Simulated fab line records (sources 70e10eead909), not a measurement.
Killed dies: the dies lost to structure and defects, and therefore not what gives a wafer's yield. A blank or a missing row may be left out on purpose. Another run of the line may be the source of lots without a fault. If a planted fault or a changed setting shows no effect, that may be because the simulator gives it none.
Code-filled problem report in 8D (eight disciplines) form || flow nand-harc || the parts of the form that need people (team, actions taken, sign-off) are left out

## 1. WHAT WENT WRONG
thk-nm at NHARC_A_ONON_D1_THK_MEAS_30 reads a mean of 1051 nm on 6 wafers of 2 lots; wafers without a fault read 995 nm with a standard deviation of 10. That puts it +5.6 standard deviations away from the usual mean.
The step: measures by ellipsometry.
The first sign was on wafer L816.1 at day 11 04:16, on film-metro-01. Wafers with a number at this step in the record: 42, from 14 lots. By rule, "out" or "out of limits" means more than 4 standard deviations away from the usual mean. The rest of the wafers with a number are treated as sound.

## 2. WHAT IT IS; WHAT IT IS NOT
{"question": "which readings at this step", "is": "thk-nm", "is not": "-"}
{"question": "which lots", "is": "L816, L819", "is not": "L803, L804, L805, L806, L807, L810, L811, L812, L814, L815, L824, L826"}
{"question": "which wafers of those lots", "is": "all that have a number", "is not": "-"}
{"question": "read on which gauges", "is": "film-metro-01, film-metro-02", "is not": "-"}
{"question": "when", "is": "from day 11 04:16", "is not": "up to then (30 sound wafers); but 6 sound wafers of L824, L826 came after"}

## 3. WHAT RULES OUT EACH SUSPECT
Counting: any tool at a process step up to the reading is kept as a suspect provided that every lot that is out went through it and no sound lot did after the first of them.
- ruled out: the gauge at NHARC_A_ONON_D1_THK_MEAS_30. 2 gauges (film-metro-01, film-metro-02) read the wafers that are out.
- pecvd-onon-03 at NHARC_A_ONON_D1_DEP_28 (target thk 1000 nm): kept. It ran every lot that is out, first L816 (day 11 03:44), and no sound lot after that; its last sound lot up to then is L812 (day 10 10:32).
Remaining after the count: pecvd-onon-03 at NHARC_A_ONON_D1_DEP_28.

## 4. THE CAUSE (what the simulator had put in)
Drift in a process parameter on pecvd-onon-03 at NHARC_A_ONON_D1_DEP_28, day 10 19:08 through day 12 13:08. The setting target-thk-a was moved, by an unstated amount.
Counting left only this tool.

## 5. SEQUENCE OF EFFECTS, ordered by route
Each row: a reading whose mean over the struck wafers that have a number lies more than 3 standard deviations from the usual. Readings are gone through only where the record gives a usual standard deviation; hours: the median, over the lots, of the time from a lot's start at the first step in this table giving one to that lot's start at this step; sigmas: the change measured in usual standard deviations.
{"hours": 0, "step": "NHARC_A_ONON_D1_THK_MEAS_30", "reading": "thk-nm", "usual": "995 nm", "on struck wafers": 1051, "change": "+56", "sigmas": "+5.6"}

## 6. HOW IT WOULD HAVE BEEN CAUGHT EARLIER
Counted from the fault's start at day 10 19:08, it took 9 hours until the first out-of-limits reading at a measuring or inspecting step in this record, taken at day 11 04:16.
Of the tool readings at NHARC_A_ONON_D1_DEP_28 for which the record gives a usual standard deviation, none was out on any struck wafer, so an alarm limit of 4 standard deviations on them would not have fired.
L819, from the lots that are out (2), started NHARC_A_ONON_D1_DEP_28 on pecvd-onon-03 later than day 11 04:16. A tool hold placed at that time would have kept it from harm.
